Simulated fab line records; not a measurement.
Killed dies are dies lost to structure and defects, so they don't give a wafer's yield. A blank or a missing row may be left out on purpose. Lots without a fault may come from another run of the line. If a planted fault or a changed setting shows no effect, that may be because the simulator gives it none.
fab line records ; flow n5-finfet
[record] lots = 9; wafers = 27; last-day = 17
route steps=1938 shown BEOL_M14@1730 PASSIVATION@1936
lots with no fault: from the same line, run without faults
start-h: the number of hours between the record's first day and the start of the first shown wafer of the lot ; wait-h: hours from the lot's prior step to this one ; " repeats the value in the row above ; L1.1+2: one row covering several wafers at once ; - either no value or no given start ; * or withheld: withheld ; < > ~ a bound
route shown NAME@n: names a module that has steps shown in the file, with the first one's number in the route ; usual: the fault-free wafers' mean and standard deviation ; same: alike in all rows ; chamber/n: place in a boat ; sites: the reading at each site ; _std_site: how widely they spread, as a standard deviation ; _edge_site: inner sites' mean taken away from outer sites' mean ; radius-mm: how far each site lies from the wafer's centre ; mask NAME#n: copy n ; behind: tool/chamber where the wafer was last shaped ; hold: the reason the lot was held/the length of the hold in hours/how it ended ; device: which transistor (n, p or np) failed to switch ; end of line: the same wafers' tests at the end of the route ; step lacking rows: just its recipe ; killed: at the first sort, the dies lost to defects and structure; wafer yield is something else ; map: per-die view of a wafer (x killed, . not killed, _ where there is no die)
set.NAME: the setting as run; set.NAME@STEP: as run at that earlier step ; model.NAME: the simulator's own value behind a step, which no gauge read
one table for each step of the route and one row for each wafer, over a sample of lots
services: the hour from which a tool's chamber was out of use, counted from the record's first day as start-h (under 0 if before that day), plus the number of hours and why
[[steps]]
[step N5_BEOL_M14_ETCH_59]
[recipe] chemistry = N2/H2; target = BARC; target-depth-a = 890; overetch-a = 267; time-s = 67.9; ion-energy-ev = 200; pressure-mtorr = 30; source-w = 840; bias-w = 150; n2-flow-sccm = 200; h2-flow-sccm = 200
[usual] drypump-motor-current-A = 5.5/0.51; oes-product-au = 0.68/0.063; rf-vpp-V = 524.2/2.7; showerhead-plenum-p-Torr = 2.55/0.097; throttle-valve-pct = 17.89/0.25
lot.wafer;tool;chamber;start-h;wait-h;drypump-motor-current-A;oes-product-au;rf-hours-counter-h;rf-vpp-V;showerhead-plenum-p-Torr;throttle-valve-pct
L497.2;rie-diel-06;2;229.74;0.0;5.2;0.66;129;520.5;2.46;18.11
L497.3;rie-diel-06;0;229.74;0.0;5.1;0.61;203;525.3;2.63;18.26
L497.5;rie-diel-06;0;229.74;0.0;5.1;0.61;-;526.6;2.63;18.26
L498.1;rie-diel-03;2;247.23;0.0;5.8;0.59;235;519.8;2.40;18.09
L498.3;rie-diel-03;1;247.23;0.0;4.8;0.67;118;521.9;2.45;17.49
L498.5;rie-diel-03;1;247.23;0.0;4.8;0.68;-;521.6;2.45;17.48
L502.1;rie-diel-03;0;254.69;0.0;6.2;0.59;245;525.7;2.62;18.20
L502.2;rie-diel-03;3;254.69;0.0;5.8;0.76;43;526.4;2.57;17.80
L502.5;rie-diel-03;2;254.69;0.0;5.8;0.59;-;521.5;2.40;18.09
L500.2;rie-diel-01;2;254.91;0.0;5.1;0.66;138;525.8;2.66;18.25
L500.5;rie-diel-01;2;254.91;0.0;5.2;0.65;-;528.3;2.66;18.26
L500.6;rie-diel-01;3;254.91;0.0;6.5;0.70;-;526.2;2.68;17.62
L504.2;rie-diel-01;3;272.88;0.0;6.5;0.69;83;529.3;2.68;17.63
L504.4;rie-diel-01;1;272.88;0.0;5.7;0.74;38;524.2;2.48;17.76
L504.5;rie-diel-01;1;272.88;0.0;5.7;0.75;-;521.3;2.48;17.77
L512.2;rie-diel-01;1;340.49;0.0;5.7;0.72;62;522.8;2.47;17.80
L512.3;rie-diel-01;3;340.49;0.0;6.5;0.67;106;526.4;2.67;17.66
L512.5;rie-diel-01;1;340.49;0.0;5.8;0.72;-;521.4;2.47;17.81
L514.3;rie-diel-01;0;341.10;0.0;5.6;0.81;8;523.4;2.48;17.72
L514.4;rie-diel-01;3;341.10;0.0;6.5;0.67;106;525.9;2.67;17.67
L514.6;rie-diel-01;2;341.10;0.0;5.1;0.64;-;527.8;2.65;18.32
L515.1;rie-diel-03;0;349.81;0.0;6.3;0.77;19;524.5;2.60;17.85
L515.2;rie-diel-03;1;349.81;0.0;4.8;0.64;158;520.2;2.43;17.55
L515.5;rie-diel-03;1;349.81;0.0;4.8;0.64;-;522.8;2.43;17.56
L520.1;rie-diel-01;3;377.21;0.0;6.5;0.67;118;527.9;2.66;17.68
L520.3;rie-diel-01;2;377.21;0.0;5.1;0.63;180;526.6;2.64;18.33
L520.5;rie-diel-01;1;377.21;0.0;5.7;0.71;-;521.4;2.47;17.82
[step N5_BEOL_M14_EXPOSE_25]
[recipe] mask-id = M14; na = 0.8; source-shape = annular; sigma-inner = 0.5; sigma-outer = 0.8; polarization = unpolarized; target-cd-nm = 280; dose-mj = 26.6
[usual] reticle-temp-C = 23.03/0.1
lot.wafer;tool;chamber;start-h;wait-h;mask;reticle-temp-C
L497.2;krf-scanner-01;0;230.46;-;M14#0;23.06
L497.3;krf-scanner-01;0;230.46;-;M14#0;22.87
L497.5;krf-scanner-01;0;230.46;-;M14#0;23.06
L498.1;krf-scanner-02;0;247.78;-;M14#0;23.01
L498.3;krf-scanner-02;0;247.78;-;M14#0;22.89
L498.5;krf-scanner-02;0;247.78;-;M14#0;22.92
L502.1;krf-scanner-01;0;255.37;-;M14#0;22.93
L502.2;krf-scanner-01;0;255.37;-;M14#0;23.04
L502.5;krf-scanner-01;0;255.37;-;M14#0;22.97
L500.2;krf-scanner-02;0;255.60;-;M14#0;22.82
L500.5;krf-scanner-02;0;255.60;-;M14#0;22.91
L500.6;krf-scanner-02;0;255.60;-;M14#0;23.02
L504.2;krf-scanner-02;0;275.53;-;M14#0;22.97
L504.4;krf-scanner-02;0;275.53;-;M14#0;22.95
L504.5;krf-scanner-02;0;275.53;-;M14#0;23.02
L512.2;krf-scanner-02;0;341.18;-;M14#0;23.21
L512.3;krf-scanner-02;0;341.18;-;M14#0;23.20
L512.5;krf-scanner-02;0;341.18;-;M14#0;23.09
L514.3;krf-scanner-02;0;341.67;-;M14#0;23.01
L514.4;krf-scanner-02;0;341.67;-;M14#0;23.06
L514.6;krf-scanner-02;0;341.67;-;M14#0;23.06
L515.1;krf-scanner-01;0;350.37;-;M14#0;22.95
L515.2;krf-scanner-01;0;350.37;-;M14#0;22.93
L515.5;krf-scanner-01;0;350.37;-;M14#0;23.05
L520.1;krf-scanner-01;0;377.89;-;M14#0;22.92
L520.3;krf-scanner-01;0;377.89;-;M14#0;23.21
L520.5;krf-scanner-01;0;377.89;-;M14#0;22.94
[step N5_BEOL_M14_OVL_MEAS_29]
[recipe] points-per-wafer = 44
[usual] M14_OVL = -1/5.7
[same] points-per-wafer = 44
lot.wafer;tool;chamber;start-h;wait-h;M14_OVL[nm]
L497.2;overlay-01;0;230.65;0.0;-1
L497.3;overlay-01;0;230.65;0.0;-2
L497.5;overlay-01;0;230.65;0.0;-5
L498.1;overlay-01;0;247.99;0.0;2
L498.3;overlay-01;0;247.99;0.0;-1
L498.5;overlay-01;0;247.99;0.0;8
L502.1;overlay-02;0;255.57;0.0;-6
L502.2;overlay-02;0;255.57;0.0;-1
L502.5;overlay-02;0;255.57;0.0;-1
L500.2;overlay-01;0;255.79;0.0;-2
L500.5;overlay-01;0;255.79;0.0;-3
L500.6;overlay-01;0;255.79;0.0;-2
L504.2;overlay-02;0;275.72;0.0;-2
L504.4;overlay-02;0;275.72;0.0;-4
L504.5;overlay-02;0;275.72;0.0;-7
L512.2;overlay-01;0;341.38;0.0;30
L512.3;overlay-01;0;341.38;0.0;39
L512.5;overlay-01;0;341.38;0.0;34
L514.3;overlay-01;0;341.86;0.0;34
L514.4;overlay-01;0;341.86;0.0;35
L514.6;overlay-01;0;341.86;0.0;27
L515.1;overlay-01;0;350.57;0.0;2
L515.2;overlay-01;0;350.57;0.0;12
L515.5;overlay-01;0;350.57;0.0;2
L520.1;overlay-01;0;378.09;0.0;-4
L520.3;overlay-01;0;378.09;0.0;-8
L520.5;overlay-01;0;378.09;0.0;-3
[step N5_BEOL_M14_DESCUM_33]
[recipe] chemistry = O2; time-s = 7.9; source-power-w = 50; bias-power-w = 20; pressure-mtorr = 20; rf-frequency-hz = 2.712e+07; temp-c = 40; o2-flow-sccm = 225
[usual] drypump-motor-current-A = 5.4/0.46; oes-product-au = 0.78/0.075; rf-vpp-V = 243.0/1.4; showerhead-plenum-p-Torr = 2.09/0.072; throttle-valve-pct = 20.48/0.21
lot.wafer;tool;chamber;start-h;wait-h;drypump-motor-current-A;oes-product-au;rf-hours-counter-h;rf-vpp-V;showerhead-plenum-p-Torr;throttle-valve-pct
L497.2;rie-diel-06;0;230.93;0.3;5.0;0.71;204;244.8;2.15;20.66
L497.3;rie-diel-06;2;230.93;0.3;5.2;0.78;129;242.5;2.03;20.63
L497.5;rie-diel-06;3;230.93;0.3;4.9;0.79;-;242.5;2.03;20.21
L498.1;rie-diel-03;2;249.14;1.1;5.8;0.69;236;241.4;1.98;20.66
L498.3;rie-diel-03;3;249.14;1.1;5.8;0.90;40;244.4;2.14;20.50
L498.5;rie-diel-03;2;249.14;1.1;5.7;0.69;-;238.4;1.98;20.66
L502.1;rie-diel-01;2;255.73;0.1;5.2;0.76;139;245.2;2.18;20.76
L502.2;rie-diel-01;3;255.73;0.1;6.5;0.82;78;244.0;2.21;20.23
L502.5;rie-diel-01;3;255.73;0.1;6.6;0.83;-;244.7;2.21;20.23
L500.2;rie-diel-06;3;255.85;0.0;4.9;0.79;106;240.6;2.03;20.20
L500.5;rie-diel-06;3;255.85;0.0;4.9;0.78;-;241.7;2.03;20.21
L500.6;rie-diel-06;0;255.85;0.0;5.0;0.70;-;243.8;2.15;20.66
L504.2;rie-diel-03;1;275.78;0.0;4.8;0.77;130;240.8;2.02;20.16
L504.4;rie-diel-03;1;275.78;0.0;4.8;0.77;-;242.3;2.02;20.14
L504.5;rie-diel-03;3;275.78;0.0;5.8;0.88;-;244.4;2.14;20.53
L512.2;rie-diel-06;0;341.43;0.0;5.0;0.68;245;245.0;2.14;20.71
L512.3;rie-diel-06;1;341.43;0.0;5.4;0.74;159;242.4;2.11;20.65
L512.5;rie-diel-06;0;341.43;0.0;5.0;0.69;-;244.5;2.14;20.71
L514.3;rie-diel-03;0;342.08;0.2;6.3;0.93;17;243.8;2.15;20.45
L514.4;rie-diel-03;1;342.08;0.2;4.8;0.75;156;242.7;2.01;20.18
L514.6;rie-diel-03;1;342.08;0.2;4.8;0.74;-;242.5;2.01;20.19
L515.1;rie-diel-06;0;350.67;0.1;5.1;0.69;250;243.6;2.13;20.70
L515.2;rie-diel-06;1;350.67;0.1;5.4;0.74;163;242.7;2.11;20.65
L515.5;rie-diel-06;2;350.67;0.1;5.3;0.75;-;242.2;2.01;20.69
L520.1;rie-diel-06;3;378.15;0.0;4.9;0.75;153;241.0;2.01;20.28
L520.3;rie-diel-06;2;378.15;0.0;5.2;0.73;184;242.4;2.01;20.72
L520.5;rie-diel-06;3;378.15;0.0;4.9;0.74;-;242.3;2.01;20.29
[step N5_BEOL_M14_TRENCH_ETCH_34]
[recipe] chemistry = C4F8/O2/Ar; target = SiO2; target-depth-a = 5566.5; mask-material = SOC; he-inner-torr = 15; he-outer-torr = 30; time-s = 126.9; ion-energy-ev = 800; pressure-mtorr = 20; source-w = 1905; bias-w = 2040; Ar_flow_sccm = 400; C4F8_flow_sccm = 16; O2_flow_sccm = 12
[usual] C4F8_flow_sccm = 16.00/0.053; drypump-motor-current-A = 5.4/0.47; oes_f_703_au = 0.78/0.074; oes-product-au = 0.78/0.078; rf-vpp-V = 2229/26; showerhead-plenum-p-Torr = 3.42/0.12; throttle-valve-pct = 30.92/0.22
lot.wafer;tool;chamber;start-h;wait-h;C4F8_flow_sccm;drypump-motor-current-A;oes_f_703_au;oes-product-au;rf-hours-counter-h;rf-vpp-V;showerhead-plenum-p-Torr;throttle-valve-pct
L497.2;rie-diel-06;0;231.39;0.0;15.94;5.0;0.71;0.72;205;2181;3.53;31.16
L497.3;rie-diel-06;2;231.39;0.0;15.93;5.2;0.80;0.80;130;2247;3.31;30.95
L497.5;rie-diel-06;3;231.39;0.0;15.95;4.9;0.79;0.79;-;2242;3.31;30.54
L498.1;rie-diel-03;2;249.59;0.0;16.05;5.8;0.68;0.68;236;2228;3.28;31.18
L498.3;rie-diel-03;3;249.59;0.0;15.99;5.8;0.85;0.88;40;2236;3.49;30.88
L498.5;rie-diel-03;2;249.59;0.0;16.00;5.8;0.68;0.68;-;2227;3.28;31.19
L502.1;rie-diel-01;2;256.18;0.0;16.05;5.2;0.75;0.75;140;2198;3.59;31.32
L502.2;rie-diel-01;3;256.18;0.0;16.03;6.5;0.83;0.83;79;2257;3.60;30.62
L502.5;rie-diel-01;3;256.18;0.0;15.97;6.5;0.84;0.83;-;2256;3.60;30.63
L500.2;rie-diel-06;3;256.31;0.0;16.01;4.9;0.78;0.77;107;2242;3.31;30.54
L500.5;rie-diel-06;3;256.31;0.0;16.01;4.9;0.78;0.79;-;2242;3.31;30.55
L500.6;rie-diel-06;0;256.31;0.0;15.89;5.0;0.71;0.71;-;2178;3.53;31.17
L504.2;rie-diel-03;1;276.24;0.0;16.06;4.8;0.77;0.77;130;2217;3.34;30.67
L504.4;rie-diel-03;1;276.24;0.0;16.00;4.8;0.76;0.76;-;2217;3.34;30.65
L504.5;rie-diel-03;3;276.24;0.0;16.05;5.8;0.84;0.86;-;2234;3.48;30.87
L512.2;rie-diel-06;0;341.89;0.0;15.96;5.0;0.69;0.68;246;2177;3.51;31.18
L512.3;rie-diel-06;1;341.89;0.0;15.96;5.4;0.73;0.73;159;2252;3.45;31.08
L512.5;rie-diel-06;0;341.89;0.0;16.00;5.1;0.69;0.68;-;2178;3.51;31.17
L514.3;rie-diel-03;0;342.53;0.0;15.99;6.3;0.95;0.95;17;2231;3.50;31.02
L514.4;rie-diel-03;1;342.53;0.0;16.15;4.8;0.74;0.75;156;2216;3.32;30.68
L514.6;rie-diel-03;1;342.53;0.0;16.00;4.8;0.74;0.74;-;2216;3.32;30.69
L515.1;rie-diel-06;0;351.13;0.0;16.05;5.0;0.69;0.68;250;2178;3.51;31.19
L515.2;rie-diel-06;1;351.13;0.0;16.05;5.4;0.72;0.74;164;2253;3.45;31.09
L515.5;rie-diel-06;2;351.13;0.0;16.00;5.3;0.76;0.75;-;2243;3.28;31.00
L520.1;rie-diel-06;3;378.61;0.0;16.00;4.9;0.74;0.73;153;2241;3.29;30.58
L520.3;rie-diel-06;2;378.61;0.0;15.94;5.2;0.76;0.74;184;2242;3.28;31.01
L520.5;rie-diel-06;3;378.61;0.0;16.02;4.9;0.73;0.73;-;2239;3.29;30.57
[step N5_PASSIVATION_PROBE_49]
[usual] defect-limited-yield = 91.3/1.5; killed_at_M0_to_M3 = 34/9.4; killed_at_M4_up = 13/5.3; killed-at-contacts = 13/5.7; killed-at-front-end = 40/10; killed-at-other = 3.7/2.8; killed-dies = 103/17; killed-open = 67/13; killed-short = 35/8.5; sort_bin_5_function = 5.0/0.98; sort_bin_6_memory = 3.3/0.7; sort-n-pass = 1077/17; sort-yield-pct = 91.3/1.5
[same] gross-dies = 1180; killed-at-back-side = 0; sort_bin_4_leakage[%] = 0; sort_bin_8_speed[%] = 0
lot.wafer;tool;chamber;start-h;wait-h;defect-limited-yield[%];killed_at_M0_to_M3;killed_at_M4_up;killed-at-contacts;killed-at-front-end;killed-at-other;killed-dies;killed-open;killed-short;sort_bin_5_function[%];sort_bin_6_memory[%];sort-n-pass;sort-yield-pct[%]
L497.2;prober-01;-;261.56;0.1;91.4;27;12;12;47;3;101;69;32;4.7;3.4;1079;91.4
L497.3;prober-01;-;261.61;0.1;92.3;26;12;14;38;1;91;55;33;4.2;2.9;1089;92.3
L497.5;prober-01;-;261.71;0.2;91.3;28;22;12;39;2;103;70;33;4.3;4.3;1077;91.3
L498.1;prober-01;-;273.48;0.0;88.8;50;12;25;34;11;132;95;35;6.7;4.0;1048;88.8
L498.3;prober-01;-;273.58;0.1;90.9;43;7;20;34;3;107;77;29;5.3;3.4;1073;90.9
L498.5;prober-01;-;273.68;0.2;89.7;41;13;14;46;8;122;91;31;6.4;3.6;1058;89.7
L500.2;prober-02;-;285.28;0.1;87.9;46;13;20;55;9;143;97;45;7.0;4.7;1037;87.9
L500.5;prober-02;-;285.43;0.2;88.6;56;12;17;47;2;134;87;46;7.5;3.3;1046;88.6
L500.6;prober-02;-;285.48;0.3;89.7;40;15;23;39;5;122;75;47;6.1;3.7;1058;89.7
L502.1;prober-01;-;289.51;0.0;90.9;43;9;21;30;4;107;68;33;5.2;3.3;1073;90.9
L502.2;prober-01;-;289.56;0.1;91.4;36;7;12;43;3;101;66;34;4.8;3.1;1079;91.4
L502.5;prober-01;-;289.71;0.2;91.9;37;11;7;37;4;96;56;36;4.2;3.2;1084;91.9
L504.2;prober-02;-;303.59;0.1;90.3;43;9;14;46;3;115;78;37;5.4;4.2;1065;90.3
L504.4;prober-02;-;303.69;0.2;91.1;39;13;12;36;5;105;69;35;5.2;3.6;1075;91.1
L504.5;prober-02;-;303.74;0.2;91.9;40;9;10;33;3;95;71;24;4.6;3.2;1085;91.9
L512.2;prober-01;-;365.21;0.1;87.6;59;14;17;52;4;146;81;65;7.5;4.8;1034;87.6
L512.3;prober-01;-;365.26;0.1;91.0;30;22;15;34;5;106;56;50;4.8;3.9;1074;91.0
L512.5;prober-01;-;365.36;0.2;88.4;32;22;24;55;4;137;83;52;6.4;4.6;1043;88.4
L514.3;prober-02;-;365.44;0.1;91.2;42;21;1;35;5;104;82;22;4.9;3.9;1076;91.2
L514.4;prober-02;-;365.49;0.2;92.2;26;14;17;34;1;92;62;30;4.4;3.0;1088;92.2
L514.6;prober-02;-;365.59;0.3;93.9;39;5;5;19;4;72;54;17;3.8;1.9;1108;93.9
L515.1;prober-02;-;374.65;0.0;93.6;24;6;13;31;2;76;54;22;3.0;3.3;1104;93.6
L515.2;prober-02;-;374.70;0.1;93.6;35;7;6;27;0;75;61;14;3.2;3.0;1105;93.6
L515.5;prober-02;-;374.85;0.2;91.3;37;15;6;41;4;103;64;36;4.3;3.6;1077;91.3
L520.1;prober-01;-;402.83;0.0;91.6;20;10;12;56;1;99;65;33;3.4;4.9;1081;91.6
L520.3;prober-01;-;402.93;0.1;88.1;37;23;16;60;4;140;88;51;7.7;3.7;1040;88.1
L520.5;prober-01;-;403.03;0.2;91.3;25;16;9;50;3;103;64;38;4.5;3.6;1077;91.3
// killed by level:class
L497.2 FIN_SAQP:geometric-particle:open=19 MOL_CONTACT_COAG:geometric-particle:open=9 FIN_SAQP:geometric-particle:short=7 BEOL_M2:geometric-particle:open=6 BEOL_M3:geometric-particle:open=5 SPACER0:geometric-particle:open=4 BEOL_M0_SAQP:geometric-particle:open=4 BEOL_M0_SAQP:geometric-particle:short=4
L497.3 MOL_CONTACT_COAG:geometric-particle:open=13 FIN_SAQP:geometric-particle:open=10 FIN_SAQP:geometric-particle:short=8 BEOL_M0_SAQP:geometric-particle:short=6 BEOL_M2:geometric-particle:open=6 BEOL_M4:geometric-particle:open=6 BEOL_M1:geometric-particle:open=4 BEOL_M3:geometric-particle:open=4
L497.5 BEOL_M4:geometric-particle:open=16 FIN_SAQP:geometric-particle:short=10 BEOL_M2:geometric-particle:open=9 MOL_CONTACT_COAG:geometric-particle:open=7 FIN_SAQP:geometric-particle:open=6 STARTING-WAFER:geometric-particle:open=6 MOL_CONTACT_COAG:geometric-particle:short=5 BEOL_M0_SAQP:geometric-particle:open=5
L498.1 MOL_CONTACT_COAG:geometric-particle:open=19 BEOL_M1:geometric-particle:open=16 FIN_SAQP:geometric-particle:open=12 BEOL_M3:geometric-particle:open=10 BEOL_M0_SAQP:geometric-particle:open=9 MOL_CONTACT_COAG:geometric-particle:short=6 BEOL_M0_SAQP:geometric-particle:short=6 BEOL_M2:geometric-particle:open=6
L498.3 MOL_CONTACT_COAG:geometric-particle:open=15 BEOL_M0_SAQP:geometric-particle:open=11 BEOL_M2:geometric-particle:open=11 BEOL_M1:geometric-particle:open=7 FIN_SAQP:geometric-particle:open=6 DUMMY_GATE:geometric-particle:open=5 MOL_CONTACT_COAG:geometric-particle:short=5 BEOL_M3:geometric-particle:open=5
L498.5 STI_FIN_REVEAL:geometric-particle:open=19 MOL_CONTACT_COAG:geometric-particle:open=10 FIN_SAQP:geometric-particle:open=9 BEOL_M0_SAQP:geometric-particle:open=9 BEOL_M2:geometric-particle:open=9 BEOL_M1:geometric-particle:open=8 BEOL_M0_SAQP:geometric-particle:short=5 BEOL_M4:geometric-particle:open=5
L500.2 MOL_CONTACT_COAG:geometric-particle:open=17 FIN_SAQP:geometric-particle:open=16 BEOL_M3:geometric-particle:open=11 FIN_SAQP:geometric-particle:short=10 BEOL_M0_SAQP:geometric-particle:short=10 STI_FIN_REVEAL:geometric-particle:open=9 BEOL_M0_SAQP:geometric-particle:open=9 BEOL_M1:geometric-particle:open=8
L500.5 BEOL_M3:geometric-particle:open=19 FIN_SAQP:geometric-particle:short=13 MOL_CONTACT_COAG:geometric-particle:open=13 FIN_SAQP:geometric-particle:open=12 BEOL_M0_SAQP:geometric-particle:short=9 BEOL_M0_SAQP:geometric-particle:open=7 BEOL_M1:geometric-particle:open=7 BEOL_M3:geometric-particle:short=6
L500.6 MOL_CONTACT_COAG:geometric-particle:open=18 BEOL_M3:geometric-particle:open=12 FIN_SAQP:geometric-particle:open=11 BEOL_M0_SAQP:geometric-particle:short=11 FIN_SAQP:geometric-particle:short=10 BEOL_M0_SAQP:geometric-particle:open=7 BEOL_M1:geometric-particle:open=6 MOL_CONTACT_COAG:geometric-particle:short=5
L502.1 MOL_CONTACT_COAG:geometric-particle:open=18 BEOL_M0_SAQP:geometric-particle:open=11 BEOL_M0_SAQP:geometric-particle:short=9 STI_FIN_REVEAL:geometric-particle:open=9 FIN_SAQP:geometric-particle:short=7 BEOL_M0:geometric-particle:open=6 BEOL_M2:geometric-particle:open=5 BEOL_M3:geometric-particle:open=5
L502.2 STI_FIN_REVEAL:geometric-particle:open=10 MOL_CONTACT_COAG:geometric-particle:open=10 BEOL_M2:geometric-particle:open=9 BEOL_M3:geometric-particle:open=9 FIN_SAQP:geometric-particle:short=7 FIN_SAQP:geometric-particle:open=5 GATE_CUT:geometric-particle:short=5 STI_FIN_REVEAL:geometric-particle:short=5
L502.5 STI_FIN_REVEAL:geometric-particle:open=12 FIN_SAQP:geometric-particle:short=10 BEOL_M0_SAQP:geometric-particle:short=8 FIN_SAQP:geometric-particle:open=7 MOL_CONTACT_COAG:geometric-particle:open=7 BEOL_M2:geometric-particle:open=7 BEOL_M0_SAQP:geometric-particle:open=6 BEOL_M3:geometric-particle:open=5
L504.2 STI_FIN_REVEAL:geometric-particle:open=14 MOL_CONTACT_COAG:geometric-particle:open=12 BEOL_M0_SAQP:geometric-particle:open=11 DUMMY_GATE:geometric-particle:open=9 BEOL_M0_SAQP:geometric-particle:short=8 BEOL_M3:geometric-particle:open=8 GATE_CUT:geometric-particle:short=7 BEOL_M4:geometric-particle:open=5
L504.4 BEOL_M0_SAQP:geometric-particle:open=14 BEOL_M0_SAQP:geometric-particle:short=11 MOL_CONTACT_COAG:geometric-particle:open=8 FIN_SAQP:geometric-particle:open=7 DUMMY_GATE:geometric-particle:open=7 BEOL_M4:geometric-particle:open=7 FIN_SAQP:geometric-particle:short=6 GATE_CUT:geometric-particle:short=5
L504.5 BEOL_M0_SAQP:geometric-particle:open=12 DUMMY_GATE:geometric-particle:open=9 MOL_CONTACT_COAG:geometric-particle:open=8 BEOL_M3:geometric-particle:open=8 BEOL_M1:geometric-particle:open=6 STI_FIN_REVEAL:geometric-particle:open=5 BEOL_M0_SAQP:geometric-particle:short=5 FIN_SAQP:geometric-particle:short=4
L512.2 FIN_SAQP:geometric-particle:short=18 MOL_CONTACT_COAG:geometric-particle:open=15 BEOL_M0_SAQP:geometric-particle:short=15 BEOL_M0_SAQP:geometric-particle:open=14 BEOL_M2:geometric-particle:open=11 BEOL_M1:geometric-particle:open=11 FIN_SAQP:geometric-particle:open=9 GATE_CUT:geometric-particle:short=7
L512.3 FIN_SAQP:geometric-particle:short=14 MOL_CONTACT_COAG:geometric-particle:open=12 FIN_SAQP:geometric-particle:open=9 BEOL_M1:geometric-particle:short=9 BEOL_M4:geometric-particle:open=7 BEOL_M0_SAQP:geometric-particle:open=6 BEOL_M4:geometric-particle:short=5 MOL_CONTACT_COAG:geometric-particle:short=3
L512.5 MOL_CONTACT_COAG:geometric-particle:open=20 FIN_SAQP:geometric-particle:open=19 FIN_SAQP:geometric-particle:short=18 BEOL_M0_SAQP:geometric-particle:short=11 BEOL_M0_SAQP:geometric-particle:open=6 DUMMY_GATE:geometric-particle:open=5 BEOL_M4:geometric-particle:open=5 BEOL_M4:geometric-particle:short=5
L514.3 BEOL_M3:geometric-particle:open=17 BEOL_M4:geometric-particle:open=14 STI_FIN_REVEAL:geometric-particle:open=12 BEOL_M2:geometric-particle:open=6 FIN_SAQP:geometric-particle:open=5 DUMMY_GATE:geometric-particle:open=5 BEOL_M0_SAQP:geometric-particle:short=5 BEOL_M1:geometric-particle:open=5
L514.4 MOL_CONTACT_COAG:geometric-particle:open=12 BEOL_M3:geometric-particle:open=9 STI_FIN_REVEAL:geometric-particle:open=7 BEOL_M0_SAQP:geometric-particle:short=7 GATE_CUT:geometric-particle:short=6 BEOL_M4:geometric-particle:open=6 FIN_SAQP:geometric-particle:open=5 MOL_CONTACT_COAG:geometric-particle:short=5
L514.6 BEOL_M3:geometric-particle:open=12 BEOL_M2:geometric-particle:open=7 MOL_CONTACT_COAG:geometric-particle:open=5 STI_FIN_REVEAL:geometric-particle:open=4 BEOL_M0_SAQP:geometric-particle:open=4 BEOL_M0:geometric-particle:open=4 BEOL_M1:geometric-particle:open=4 GATE_CUT:geometric-particle:short=3
L515.1 MOL_CONTACT_COAG:geometric-particle:open=12 BEOL_M0_SAQP:geometric-particle:open=10 BEOL_M2:geometric-particle:open=6 FIN_SAQP:geometric-particle:short=5 GATE_CUT:geometric-particle:short=5 FIN_SAQP:geometric-particle:open=4 STARTING-WAFER:geometric-particle:open=3 FIN_CUT:geometric-particle:open=2
L515.2 BEOL_M2:geometric-particle:open=14 BEOL_M0_SAQP:geometric-particle:open=11 STI_FIN_REVEAL:geometric-particle:open=10 FIN_SAQP:geometric-particle:short=4 MOL_CONTACT_COAG:geometric-particle:open=4 BEOL_M3:geometric-particle:open=4 BEOL_M4:geometric-particle:open=4 FIN_SAQP:geometric-particle:open=3
L515.5 BEOL_M3:geometric-particle:open=14 BEOL_M5:geometric-particle:open=9 DUMMY_GATE:geometric-particle:open=8 STARTING-WAFER:geometric-particle:open=8 BEOL_M0_SAQP:geometric-particle:short=7 FIN_SAQP:geometric-particle:short=6 MOL_CONTACT_COAG:geometric-particle:open=5 GATE_CUT:geometric-particle:short=4
L520.1 FIN_SAQP:geometric-particle:short=14 FIN_SAQP:geometric-particle:open=10 MOL_CONTACT_COAG:geometric-particle:open=10 GATE_CUT:geometric-particle:open=8 BEOL_M3:geometric-particle:open=7 STI_FIN_REVEAL:geometric-particle:open=5 BEOL_M2:geometric-particle:open=5 BEOL_M4:geometric-particle:open=5
L520.3 BEOL_M2:geometric-particle:open=20 FIN_SAQP:geometric-particle:short=15 MOL_CONTACT_COAG:geometric-particle:open=13 BEOL_M4:geometric-particle:open=10 STI_FIN_REVEAL:geometric-particle:open=8 GATE_CUT:geometric-particle:short=8 GATE_CUT:geometric-particle:open=8 FIN_SAQP:geometric-particle:open=4
L520.5 FIN_SAQP:geometric-particle:short=11 DUMMY_GATE:geometric-particle:open=9 BEOL_M2:geometric-particle:open=8 BEOL_M4:geometric-particle:open=7 MOL_CONTACT_COAG:geometric-particle:open=7 BEOL_M1:geometric-particle:open=7 GATE_CUT:geometric-particle:short=6 GATE_CUT:geometric-particle:open=5
[[services]]
tool;chamber;start-h;hours;kind
rie-diel-03;1;213.27;14.2;repair
krf-scanner-01;-;215.36;1.3;pm
rie-diel-03;0;218.88;6.2;repair
krf-scanner-02;-;221.36;0.8;pm
krf-scanner-01;-;224.69;0.8;pm
krf-scanner-02;-;238.27;1.3;pm
rie-diel-06;1;254.91;6.7;repair
rie-diel-06;3;258.08;2.7;repair
rie-diel-03;0;272.04;-;clean
rie-diel-03;0;272.04;-;consumable-replace:focus-ring
rie-diel-03;0;272.04;22.2;scheduled-down
rie-diel-03;0;272.04;22.2;vent-cycle
krf-scanner-02;-;273.57;1.9;repair
rie-diel-03;2;294.28;-;clean
krf-scanner-02;-;310.60;4.0;pm
krf-scanner-01;-;323.27;4.4;pm
krf-scanner-02;-;327.65;1.0;pm
krf-scanner-01;-;329.32;1.0;pm
rie-diel-06;2;336.84;9.5;repair
rie-diel-06;0;353.07;-;clean
rie-diel-06;0;353.07;-;consumable-replace:focus-ring
rie-diel-06;0;353.07;16.3;scheduled-down
rie-diel-06;0;353.07;16.3;vent-cycle
rie-diel-01;-;354.60;0.3;repair
[[key]]
[first-sign] step = N5_BEOL_M14_OVL_MEAS_29; reading = M14_OVL; direction = up; sigmas = 6.1; usual = -1; struck = 33
effect none on later readings
met-at N5_BEOL_M14_EXPOSE_25
struck-lots L512,L514
not-acting-at N5_BEOL_M14_ETCH_59,N5_BEOL_M14_DESCUM_33,N5_BEOL_M14_TRENCH_ETCH_34
onset-between 275.53 341.18
[fault] kind = scanner-matching-overlay; tool = krf-scanner-02; chamber = -; onset-h = 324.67; steps = N5_BEOL_M14_EXPOSE_25; offset = 36.916
